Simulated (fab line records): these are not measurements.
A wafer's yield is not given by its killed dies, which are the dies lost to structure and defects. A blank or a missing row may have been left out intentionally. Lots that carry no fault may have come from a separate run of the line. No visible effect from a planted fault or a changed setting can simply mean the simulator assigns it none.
Chamber matching ; flow n5Finfet ; 4 sister chambers for N5_HKMG_FIN_ALD_71 on aldMetal-03
The step deposits TiN, target thk 1 nm, pulse time 1 s, purge time 3 s. 4 wafers are shown with their chamber, then 9 later ones without.

== WAFERS PAIRED WITH THEIR CHAMBERS ==
wafer;chamber;heaterPowerW (W)
L086.1;0;786
L086.2;3;763
L094.3;2;897
L094.5;1;811

== WAFERS WHOSE CHAMBER IS MISSING ==
wafer;heaterPowerW (W)
L095.2;819
L095.3;778
L095.5;761
L096.1;892
L096.2;836
L096.3;755
L096.4;796
L096.5;775
L096.6;894

== CHAMBER TAKEN BY EACH ==
wafer;from the rows above;in truth
L095.2;1;1
L095.3;can't be placed: 0 or 3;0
L095.5;3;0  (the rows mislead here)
L096.1;2;2
L096.2;1;1
L096.3;3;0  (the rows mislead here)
L096.4;can't be placed: 0 or 1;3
L096.5;can't be placed: 0 or 3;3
L096.6;2;2
Correctly placed: 4 of 9. From these rows, 3 cannot be placed; in 2 the true chamber is one of the candidates. Number placed wrongly: 2.
How it was worked out, from the rows above alone: a wafer's distance from a chamber is the root of the sum, over the readings, of the square of ((its reading less the chamber's mean) divided by the reading's scatter). If the next closest chamber is less than 2 further off than the closest, the wafer can't be placed; otherwise it belongs to the closest. A chamber's mean is the mean of its shown wafers. The scatter: with one shown wafer a chamber, the root of the mean of the squares of how far each hidden wafer lies from its nearest shown one.
